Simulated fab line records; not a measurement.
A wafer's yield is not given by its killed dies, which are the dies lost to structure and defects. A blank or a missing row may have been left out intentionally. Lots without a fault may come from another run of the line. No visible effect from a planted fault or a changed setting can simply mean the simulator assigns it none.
fab line records | flow n5-finfet
[record] lots = 7 wafers = 39
route steps=1938 shown FIN_SAQP@102 BEOL_M0_SAQP@663 BEOL_M2@841 BEOL_M4@1108 BEOL_M6@1198
start-h: the number of hours between the record's first day and the start of the first shown wafer of the lot | wait-h: how many hours have passed since the lot's step before this one | " the same as in the row above | L1.1+2: several wafers, shown together as one row | - no value, or no start given | * or withheld: withheld | < > ~ a bound
route shown NAME@n: names a module that has steps shown in the file, with the first one's number in the route | usual: the fault-free wafers' mean and standard deviation | same: alike in all rows | chamber/n: place in a boat | sites: each site's reading | _std_site: the standard deviation of these | _edge_site: mean of outer sites minus mean of inner sites | radius-mm: how far each site lies from the wafer's centre | mask NAME#n: copy n | behind: the most recent tool/chamber to have shaped the wafer | hold: reason for holding the lot/hours on hold/outcome of the hold | device: the transistor (n, p or np) that didn't switch | end of line: tests of these same wafers at the route's end | where a step has no rows: the recipe by itself | killed: at the first sort, the dies lost to defects and structure; wafer yield is something else | map: the dies of a wafer, with x for killed, . for not killed, _ for no die there
set.NAME: the setting that was run; set.NAME@STEP: the one run at that earlier step | model.NAME: the simulator's own value behind a step, which no gauge read
lots whose settings were changed on purpose; a table a step, a row a wafer
[[steps]]
[step N5_FIN_SAQP_HM_DEP_72]
[recipe] material = SiO2 target-thk-a = 120 temp-c = 400 precursor = SiH4/N2O pressure-torr = 0.75 rf-w = 275 time-s = 7.2
// columns lot.wafer tool chamber start-h wait-h set.target-thk-a model.SiO2_of_FIN_SAQP_HM_DEP_72.thk-nm
L075.1 pecvd-01 1 28.57 0.0 120 11.89
L075.2 " 0 " " 51.61 5.326
L075.3 " 1 " " 51.61 5.156
L075.4 " 0 " " 120 12.29
L075.5 " 1 " " 120 11.95
L075.6 " 0 " " 51.61 5.377
L079.1 pecvd-02 2 54.32 0.0 180.9 17.91
L079.2 " 0 " " 180.9 18.07
L079.3 " 1 " " 180.9 17.77
L079.4 " 1 " " 120 12.01
L079.5 " 2 " " 120 12.12
L079.6 " 0 " " 120 12.25
L081.1 pecvd-04 0 64.44 0.0 56.66 5.53
L081.2 " 2 " " 120 11.25
L081.3 " 1 " " 56.66 5.378
L081.4 " 2 " " 120 11.63
L081.5 " 0 " " 56.66 5.55
L081.6 " 1 " " 120 11.88
L085.1 pecvd-01 0 87.11 0.0 85.64 8.61
L085.2 " 1 " " 85.64 8.365
L085.3 " 2 " " 120 11.87
L085.4 " 0 " " 120 12.36
L085.5 " 1 " " 85.64 8.538
L085.6 " 2 " " 120 12.03
L087.1 pecvd-01 1 101.21 0.0 143.3 13.89
L087.2 " 2 " " 120 11.57
L087.3 " 0 " " 143.3 13.97
L087.4 " 1 " " 143.3 13.94
L087.5 " 2 " " 120 11.78
L087.6 " 0 " " 120 11.87
L089.1 pecvd-04 1 110.86 0.0 120 11.76
L089.2 " 2 " " 120 11.68
L089.6 " 2 " " 120 11.69
L090.1 pecvd-02 1 117.35 0.0 120 11.74
L090.2 " 2 " " 120 11.83
L090.3 " 0 " " 120 12.12
L090.4 " 1 " " 120 11.84
L090.5 " 0 " " 120 12.05
L090.6 " 2 " " 120 11.98
[step N5_FIN_SAQP_COAT_49]
[recipe] resist = SOC temp-c = 250 time-s = 60 spin-rpm = 1500 resist-thk-nm = 100
[step N5_FIN_SAQP_COAT_50]
[recipe] resist = SiARC temp-c = 220 time-s = 60 spin-rpm = 1500 resist-thk-nm = 35
[step N5_FIN_SAQP_ETCH_52]
[recipe] chemistry = N2/H2 target = SOC target-depth-a = 1000 overetch-a = 200 mask-material = SiARC temp-c = 40 time-s = 150 ion-energy-ev = 200 pressure-mtorr = 30 source-w = 840 bias-w = 150 n2-flow-sccm = 200 h2-flow-sccm = 200 ends = end-point
[step N5_FIN_SAQP_STRIP_53]
[recipe] chemistry = N2/H2 temp-c = 40 n2-flow-sccm = 200 h2-flow-sccm = 200 rf-frequency-hz = 6e+07
[step N5_FIN_SAQP_HM_OPEN_73]
[recipe] chemistry = CHF3/O2 target = SiO2 stop-on = a-Si target-depth-a = 120 over-etch-frac = 1.8 mask-material = SOC time-s = 16.8 pressure-mtorr = 30 source-w = 650 bias-w = 170 Ar_flow_sccm = 200 CHF3_flow_sccm = 50 O2_flow_sccm = 5 ion-energy-ev = 200 ends = end-point
// columns lot.wafer tool chamber start-h wait-h set.target-thk-a@FIN_SAQP_HM_DEP_72 model.etch.depth-nm
L075.1 rie-diel-04 3 29.34 0.0 120 11.89
L075.2 " 2 " " 51.61 5.326
L075.3 " 0 " " 51.61 5.156
L075.4 " 1 " " 120 12.29
L075.5 " 2 " " 120 11.95
L075.6 " 3 " " 51.61 5.377
L079.1 rie-diel-04 3 55.83 0.0 180.9 17.91
L079.2 " 2 " " 180.9 18.07
L079.3 " 1 " " 180.9 17.77
L079.4 " 2 " " 120 12.01
L079.5 " 3 " " 120 12.12
L079.6 " 1 " " 120 12.25
L081.1 rie-diel-04 2 65.52 0.0 56.66 5.53
L081.2 " 1 " " 120 11.25
L081.3 " 0 " " 56.66 5.378
L081.4 " 3 " " 120 11.63
L081.5 " 0 " " 56.66 5.55
L081.6 " 3 " " 120 11.88
L085.1 rie-diel-06 2 87.87 0.0 85.64 8.61
L085.2 " 0 " " 85.64 8.365
L085.3 " 3 " " 120 11.87
L085.4 " 1 " " 120 12.36
L085.5 " 0 " " 85.64 8.538
L085.6 " 1 " " 120 12.03
L087.1 rie-diel-04 1 101.87 0.0 143.3 13.89
L087.2 " 3 " " 120 11.57
L087.3 " 2 " " 143.3 13.97
L087.4 " 0 " " 143.3 13.94
L087.5 " 1 " " 120 11.78
L087.6 " 2 " " 120 11.87
L089.1 rie-diel-04 0 111.60 0.0 120 11.76
L089.2 " 3 " " 120 11.68
L089.6 " 3 " " 120 11.69
L090.1 rie-diel-04 3 118.40 0.0 120 11.74
L090.2 " 2 " " 120 11.83
L090.3 " 0 " " 120 12.12
L090.4 " 1 " " 120 11.84
L090.5 " 1 " " 120 12.05
L090.6 " 0 " " 120 11.98
[step N5_BEOL_M0_SAQP_SPACER1_ALD_98]
[recipe] material = SiO2 target-thk-a = 128 temp-c = 300 ald-precursor-family = BDEAS ald-co-reactant = O2-plasma pulse-time-s = 1 purge-time-s = 2 co-reactant-purge-time-s = 2 ald-cycles = 138 pressure-torr = 2
// columns lot.wafer tool chamber start-h wait-h set.ald-cycles model.SiO2_of_BEOL_M0_SAQP_SPACER1_ALD_98.thk-nm
L075.1+2+6 ald-sin-03 2,1,3 115.08 0.3 138 12.8
L075.3 " 0 " " 159 14.6
L075.4+5 " 3,2 " " 159 14.8
L079.1+2+4 ald-sin-04 3,2,0 142.56 0.3 96 9
L079.3 " 1 " " 138 13
L079.5+6 " 3,2 " " 138 12.8
L081.1+2 ald-sin-01 0,1 150.22 0.5 116 10.8
L081.3+5+6 " 2,0,1 " " 138 12.8
L081.4 " 3 " " 116 10.6
L085.1+6 ald-sin-03 3 177.36 0.8 138 13
L085.2+3+4 " 2,0,1 " " 84 7.8
L085.5 " 2 " " 138 12.8
L087.1+3 ald-sin-03 2,0 190.57 2.0 138 12.8
L087.2+5 " 3,1 " " 60 5.8
L087.4 " 1 " " 60 5.6
L087.6 " 2 " " 138 13
L089.1 ald-sin-01 0 197.02 0.3 138 12.6
L089.2+6 " 2,1 " " 138 12.8
L090.1+5 ald-sin-01 1,2 200.19 0.3 88 8
L090.2+3+4 " 0,2,3 " " 138 12.8
L090.6 " 1 " " 88 8.2
[step N5_BEOL_M0_SAQP_SPACER1_ETCHBACK_99]
[recipe] chemistry = CHF3/O2 mode = anisotropic-etchback target = SiO2 target-depth-a = 154 time-s = 7.7 pressure-mtorr = 30 source-w = 650 bias-w = 170 Ar_flow_sccm = 200 CHF3_flow_sccm = 50 O2_flow_sccm = 5 ion-energy-ev = 200
[step N5_BEOL_M0_SAQP_MANDREL1_REMOVE_100]
[recipe] chemistry = HBr/Cl2/O2 bt-time-s = 10 target = a-Si stop-on = SiNx endpoint = OES-SiCl over-etch-frac = 0.85 icp-w = 600 bias-w = 30 HBr_flow_sccm = 150 Cl2_flow_sccm = 80 O2_flow_sccm = 5 pressure-mtorr = 10
// columns lot.wafer tool chamber start-h wait-h set.ald-cycles@BEOL_M0_SAQP_SPACER1_ALD_98 model.BEOL_M0_SAQP.cd-nm model.SiO2_of_BEOL_M0_SAQP_SPACER1_ALD_98.thk-nm
L075.1 rie-si-01 1 115.65 0.1 138 12.6 7.4
L075.2+6 " 0 " " 138 12.8 7.4
L075.3 " 3 " " 159 14.8 9.4
L075.4 " 2 " " 159 15 9.4
L075.5 " 1 " " 159 14.4 9.4
L079.1 rie-si-02 3 143.49 0.1 96 9 4.2
L079.2 " 2 " " 96 8.8 4
L079.3 " 0 " " 138 13.2 7.6
L079.4 " 1 " " 96 9 4
L079.5 " 0 " " 138 13 7.4
L079.6 " 1 " " 138 12.8 7.4
L081.1 rie-si-01 2 150.86 0.1 116 11 5.4
L081.2 " 3 " " 116 10.8 5.4
L081.3+6 " 1 " " 138 12.6 7.4
L081.4 " 0 " " 116 10.8 5.2
L081.5 " 2 " " 138 13 7.4
L085.1+6 rie-si-02 3,1 177.92 0.1 138 13 7.6
L085.2+3 " 2,0 " " 84 7.6 3.6
L085.4 " 1 " " 84 7.8 3.6
L085.5 " 0 " " 138 12.8 7.4
L087.1+3 rie-si-02 3,2 191.39 0.1 138 12.8 7.4
L087.2+4+5 " 1,0,0 " " 60 5.6 2.6
L087.6 " 3 " " 138 13 7.6
L089.1 rie-si-01 0 197.62 0.1 138 12.8 7.2
L089.2+6 " 3,2 " " 138 12.8 7.4
L090.1 rie-si-05 0 200.75 0.1 88 8 3.8
L090.2+4 " 1,2 " " 138 12.6 7.4
L090.3 " 3 " " 138 12.8 7.4
L090.5 " 2 " " 88 7.8 3.8
L090.6 " 3 " " 88 8.2 3.8
[step N5_BEOL_M0_SAQP_CD_MEAS_25]
[recipe] target-cd-nm = 13.1 landing-energy-ev = 1000 detector = se-inlens
[usual] cd-nm = 12.75/0.26
// columns lot.wafer tool chamber start-h wait-h set.ald-cycles@BEOL_M0_SAQP_SPACER1_ALD_98 cd-nm
L075.1 cd-sem-03 0 115.76 0.1 138 12.63
L075.2 " 0 " " 138 13.05
L075.3 " 0 " " 159 14.64
L075.4 " 0 " " 159 15.15
L075.5 " 0 " " 159 14.51
L075.6 " 0 " " 138 12.61
L079.1 cd-sem-01 0 143.60 0.1 96 9.25
L079.2 " 0 " " 96 9.05
L079.3 " 0 " " 138 13.07
L079.4 " 0 " " 96 9.03
L079.5 " 0 " " 138 12.94
L079.6 " 0 " " 138 12.59
L081.1 cd-sem-03 0 150.97 0.1 116 10.82
L081.2 " 0 " " 116 10.57
L081.3 " 0 " " 138 12.76
L081.4 " 0 " " 116 10.44
L081.5 " 0 " " 138 13.15
L081.6 " 0 " " 138 12.74
L085.1 cd-sem-03 0 178.03 0.1 138 13.33
L085.2 " 0 " " 84 7.61
L085.3 " 0 " " 84 7.40
L085.4 " 0 " " 84 7.38
L085.5 " 0 " " 138 12.71
L085.6 " 0 " " 138 12.98
L087.1 cd-sem-01 0 191.50 0.1 138 12.86
L087.2 " 0 " " 60 5.59
L087.3 " 0 " " 138 12.56
L087.4 " 0 " " 60 5.91
L087.5 " 0 " " 60 5.47
L087.6 " 0 " " 138 13.27
L089.1 cd-sem-03 0 197.73 0.1 138 12.97
L089.2 " 0 " " 138 13.06
L089.6 " 0 " " 138 12.93
L090.1 cd-sem-02 0 200.86 0.1 88 7.78
L090.2 " 0 " " 138 12.55
L090.3 " 0 " " 138 12.73
L090.4 " 0 " " 138 12.58
L090.5 " 0 " " 88 7.84
L090.6 " 0 " " 88 7.83
[step N5_BEOL_M2_ILD_DEP_00]
[recipe] material = SiOC target-thk-a = 790 temp-c = 350 precursor = DEMS/O2 pressure-torr = 5 rf-w = 500 time-s = 15.3
// columns lot.wafer tool chamber start-h wait-h set.time-s model.SiOC_of_BEOL_M2_ILD_DEP_00.thk-nm
L075.1 pecvd-02 1 136.02 0.0 15.3 77
L075.2 " 2 " " 22.84 113.6
L075.3 " 0 " " 22.84 115.6
L075.4 " 1 " " 22.84 117.2
L075.5 " 2 " " 15.3 76.8
L075.6 " 0 " " 15.3 80
L079.1 pecvd-01 0 159.21 0.0 15.3 76
L079.2 " 2 " " 15.3 79.8
L079.3 " 1 " " 15.3 78.4
L079.4 " 2 " " 15.3 80.4
L079.5 " 1 " " 15.3 78.6
L079.6 " 0 " " 15.3 77.8
L081.1 pecvd-02 2 179.06 0.0 15.3 76.4
L081.2 " 1 " " 15.3 78.6
L081.3 " 0 " " 11.33 59.2
L081.4 " 2 " " 11.33 56.6
L081.5 " 0 " " 11.33 59.4
L081.6 " 1 " " 15.3 78.2
L085.1 pecvd-01 2 195.93 0.0 15.3 81
L085.2 " 1 " " 12.63 65.2
L085.3 " 0 " " 12.63 64.4
L085.4 " 1 " " 15.3 80.8
L085.5 " 2 " " 12.63 67.8
L085.6 " 0 " " 15.3 79.8
L087.1 pecvd-04 0 216.03 0.0 15.3 77.2
L087.2 " 2 " " 21.02 106.2
L087.3 " 0 " " 21.02 106.8
L087.4+5 " 2 " " 15.3 79
L087.6 " 0 " " 21.02 108.4
L089.1 pecvd-04 0 220.44 0.0 15.3 76.8
L089.2+6 " 2,0 " " 15.3 78
L090.1 pecvd-04 0 222.28 0.0 15.3 78.2
L090.2 " 2 " " 15.3 78
L090.3 " 0 " " 15.3 79.4
L090.4 " 2 " " 15.3 80.4
L090.5 " 0 " " 15.3 79
L090.6 " 2 " " 15.3 81.4
[step N5_BEOL_M2_THK_MEAS_01]
[recipe] reads = SiOC_of_BEOL_M2_ILD_DEP_00
[usual] M2_ILD_THK = 78.8/1.3
// columns lot.wafer tool chamber start-h wait-h set.time-s@BEOL_M2_ILD_DEP_00 M2_ILD_THK[nm]
L075.1 film-metro-02 - 136.09 0.0 15.3 77.0
L075.2 " - " " 22.84 113.6
L075.3 " - " " 22.84 115.6
L075.4 " - " " 22.84 117.3
L075.5 " - " " 15.3 76.8
L075.6 " - " " 15.3 80.1
L079.1 film-metro-01 - 159.28 0.0 15.3 76.0
L079.2 " - " " 15.3 79.8
L079.3 " - " " 15.3 78.3
L079.4 " - " " 15.3 80.5
L079.5 " - " " 15.3 78.6
L079.6 " - " " 15.3 77.8
L081.1 film-metro-02 - 179.13 0.0 15.3 76.4
L081.2 " - " " 15.3 78.6
L081.3 " - " " 11.33 59.3
L081.4 " - " " 11.33 56.7
L081.5 " - " " 11.33 59.3
L081.6 " - " " 15.3 78.1
L085.1 film-metro-01 - 196.00 0.0 15.3 81.0
L085.2 " - " " 12.63 65.2
L085.3 " - " " 12.63 64.5
L085.4 " - " " 15.3 81.0
L085.5 " - " " 12.63 67.9
L085.6 " - " " 15.3 80.0
L087.1 film-metro-02 - 216.12 0.1 15.3 77.2
L087.2 " - " " 21.02 106.2
L087.3 " - " " 21.02 106.8
L087.4 " - " " 15.3 78.9
L087.5 " - " " 15.3 79.1
L087.6 " - " " 21.02 108.3
L089.1 film-metro-01 - 220.52 0.1 15.3 76.7
L089.2 " - " " 15.3 78.0
L089.6 " - " " 15.3 78.1
L090.1 film-metro-01 - 222.36 0.1 15.3 78.2
L090.2 " - " " 15.3 78.1
L090.3 " - " " 15.3 79.3
L090.4 " - " " 15.3 80.4
L090.5 " - " " 15.3 79.1
L090.6 " - " " 15.3 81.3
[step N5_BEOL_M4_DEP_57]
[recipe] material = SiCN target-thk-a = 80 temp-c = withheld precursor = 3MS/NH3 pressure-torr = 3 rf-w = 202 time-s = 14
// columns lot.wafer tool chamber start-h wait-h set.time-s model.SiCN_of_BEOL_M4_DEP_57.thk-nm
L075.1 pecvd-01 2 168.63 0.0 14 7.8
L075.2+3+5+6 " 1,0,2,0 " " 14 8
L075.4 " 1 " " 14 8.2
L079.1 pecvd-03 0 195.07 0.0 21.03 11.8
L079.2+4+6 " 1 " " 14 8
L079.3+5 " 0 " " 21.03 12
L081.1+3+5 pecvd-03 0,2,2 214.16 0.0 14 7.8
L081.2+4+6 " 1,0,1 " " 14 7.6
L085.1+2+5 pecvd-03 2,0,1 230.38 0.0 18.61 10.4
L085.3 " 1 " " 14 7.8
L085.4+6 " 0,2 " " 14 8
L087.1+5+6 pecvd-04 1,0,1 253.55 0.0 14 8
L087.2+3 " 0,2 " " 7.134 4
L087.4 " 2 " " 7.134 4.2
L090.1 pecvd-03 0 261.97 0.0 11.27 6.2
L090.2+3 " 2,1 " " 11.27 6.4
L090.4+6 " 2,1 " " 14 8
L090.5 " 0 " " 14 7.8
L089.1 pecvd-04 2 264.18 0.0 14 7.8
L089.2+6 " 1,0 " " 14 8
[step N5_BEOL_M6_HM_DEP_02]
[recipe] material = TiN target-thk-a = 200 temp-c = 25 chamber-pressure-pa = 0.49996
// columns lot.wafer tool chamber start-h wait-h set.target-thk-a model.TiN_of_BEOL_M6_HM_DEP_02.thk-nm
L075.1+4 pvd-sputter-02 - 187.36 0.6 94.01 9.4
L075.2 " - " " 94.01 9.6
L075.3+5 " - " " 200 19.8
L075.6 " - " " 200 20.2
L079.1+4+5 pvd-sputter-02 - 210.42 0.7 200 20
L079.2+6 " - " " 200 19.8
L079.3 " - " " 200 20.2
L081.1+5 pvd-sputter-02 - 230.21 2.4 112.7 11.4
L081.2 " - " " 112.7 11.2
L081.3 " - " " 200 20.4
L081.4 " - " " 200 20
L081.6 " - " " 200 20.2
L085.1 pvd-sputter-01 - 245.06 1.4 150.4 15.2
L085.2 " - " " 150.4 15
L085.3 " - " " 200 19.8
L085.4+5 " - " " 200 20.2
L085.6 " - " " 150.4 14.8
L087.1+3 pvd-sputter-03 - 270.31 0.4 200 20
L087.2 " - " " 200 20.2
L087.4 " - " " 200 19.6
L087.5+6 " - " " 200 19.8
L090.1+2 pvd-sputter-01 - 276.02 0.4 200 20.2
L090.3+4+6 " - " " 200 20
L090.5 " - " " 200 20.4
L089.1+6 pvd-sputter-01 - 278.04 1.1 200 20.2
L089.2 " - " " 200 20.4
[step N5_BEOL_M6_COAT_59]
[recipe] resist = SOC temp-c = 250 time-s = 60 spin-rpm = 1500 resist-thk-nm = 100
[step N5_BEOL_M6_COAT_60]
[recipe] resist = SiARC temp-c = 220 time-s = 60 spin-rpm = 1500 resist-thk-nm = 35
[step N5_BEOL_M6_STRIP_68]
[recipe] chemistry = N2/H2 temp-c = 40 n2-flow-sccm = 200 h2-flow-sccm = 200 rf-frequency-hz = 6e+07
[step N5_BEOL_M6_STRIP_67]
[recipe] chemistry = CF4 resist = SiARC power-w = 300 bias-power-w = 75 pressure-mtorr = 50 cf4-flow-sccm = 150 rf-frequency-hz = 6e+07
[step N5_BEOL_M6_HM_OPEN_17]
[recipe] chemistry = Cl2/BCl3 target-depth-a = 200 overetch-a = 60 target = TiN mask-material = SOC ion-energy-ev = 150 pressure-mtorr = 10 icp-w = 1000 bias-w = 126 Cl2_flow_sccm = 53.25 bcl3-flow-sccm = 21.75 Ar_flow_sccm = 25
[usual] oes-product-au = 0.72/0.045
// columns lot.wafer tool chamber start-h wait-h set.target-thk-a@BEOL_M6_HM_DEP_02 oes-product-au model.etch.depth-nm
L075.1 rie-metal-03 1 188.32 0.0 94.01 0.53 9.422
L075.2 " 1 " " 94.01 0.54 9.601
L075.3 " 1 " " 200 0.74 19.82
L075.4 " 1 " " 94.01 0.54 9.381
L075.5 " 1 " " 200 0.75 19.81
L075.6 " 1 " " 200 0.75 20.3
L079.1 rie-metal-02 0 211.38 0.0 200 0.72 19.92
L079.2 " 1 " " 200 0.65 19.86
L079.3 " 1 " " 200 0.66 20.16
L079.4 " 0 " " 200 0.73 20.06
L079.5 " 1 " " 200 0.66 20.07
L079.6 " 0 " " 200 0.73 19.8
L081.1 rie-metal-03 1 231.15 0.0 112.7 0.57 11.37
L081.2 " 0 " " 112.7 0.60 11.19
L081.3 " 1 " " 200 0.74 20.31
L081.4 " 0 " " 200 0.79 20.09
L081.5 " 0 " " 112.7 0.60 11.35
L081.6 " 1 " " 200 0.74 20.3
L085.1 rie-metal-02 1 246.03 0.0 150.4 0.56 15.28
L085.2 " 0 " " 150.4 0.62 15.04
L085.3 " 0 " " 200 0.72 19.74
L085.4 " 1 " " 200 0.65 20.17
L085.5 " 1 " " 200 0.64 20.22
L085.6 " 0 " " 150.4 0.62 14.83
L087.1 rie-metal-02 0 271.41 0.1 200 0.71 19.9
L087.2 " 1 " " 200 0.64 20.22
L087.3 " 0 " " 200 0.71 19.97
L087.4 " 1 " " 200 0.63 19.68
L087.5 " 1 " " 200 0.64 19.87
L087.6 " 0 " " 200 0.71 19.88
L090.1 rie-metal-01 0 277.06 0.0 200 0.72 20.29
L090.2 " 0 " " 200 0.71 20.16
L090.3 " 0 " " 200 0.71 20.03
L090.4 " 0 " " 200 0.72 19.99
L090.5 " 0 " " 200 0.72 20.36
L090.6 " 0 " " 200 0.71 19.98
L089.1 rie-metal-01 0 278.90 0.0 200 0.71 20.2
L089.2 " 0 " " 200 0.72 20.46
L089.6 " 0 " " 200 0.71 20.23
[[key]]
[split] step = N5_FIN_SAQP_HM_DEP_72 setting = target-thk-a stated = 120 by = wafer
[response] step = N5_FIN_SAQP_HM_DEP_72 reading = model.SiO2_of_FIN_SAQP_HM_DEP_72.thk-nm change = +0.117 per = 1% r = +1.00
[response] step = N5_FIN_SAQP_HM_OPEN_73 reading = model.etch.depth-nm change = +0.117 per = 1% r = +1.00
[split] step = N5_BEOL_M0_SAQP_SPACER1_ALD_98 setting = ald-cycles stated = 138 by = wafer
[response] step = N5_BEOL_M0_SAQP_SPACER1_ALD_98 reading = model.SiO2_of_BEOL_M0_SAQP_SPACER1_ALD_98.thk-nm change = +0.128 per = 1% r = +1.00
[response] step = N5_BEOL_M0_SAQP_MANDREL1_REMOVE_100 reading = model.BEOL_M0_SAQP.cd-nm change = +0.13 per = 1% r = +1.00
[response] step = N5_BEOL_M0_SAQP_MANDREL1_REMOVE_100 reading = model.SiO2_of_BEOL_M0_SAQP_SPACER1_ALD_98.thk-nm change = +0.0975 per = 1% r = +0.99
[response] step = N5_BEOL_M0_SAQP_CD_MEAS_25 reading = cd-nm change = +0.132 per = 1% r = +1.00
[split] step = N5_BEOL_M2_ILD_DEP_00 setting = time-s stated = 15.3 by = wafer
[response] step = N5_BEOL_M2_ILD_DEP_00 reading = model.SiOC_of_BEOL_M2_ILD_DEP_00.thk-nm change = +0.767 per = 1% r = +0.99
[response] step = N5_BEOL_M2_THK_MEAS_01 reading = M2_ILD_THK change = +0.766 per = 1% r = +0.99
[split] step = N5_BEOL_M4_DEP_57 setting = time-s stated = 14 by = wafer
[response] step = N5_BEOL_M4_DEP_57 reading = model.SiCN_of_BEOL_M4_DEP_57.thk-nm change = +0.0787 per = 1% r = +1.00
[split] step = N5_BEOL_M6_HM_DEP_02 setting = target-thk-a stated = 200 by = wafer
[response] step = N5_BEOL_M6_HM_DEP_02 reading = model.TiN_of_BEOL_M6_HM_DEP_02.thk-nm change = +0.2 per = 1% r = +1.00
[response] step = N5_BEOL_M6_HM_OPEN_17 reading = oes-product-au change = +0.00386 per = 1% r = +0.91
[response] step = N5_BEOL_M6_HM_OPEN_17 reading = model.etch.depth-nm change = +0.201 per = 1% r = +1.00
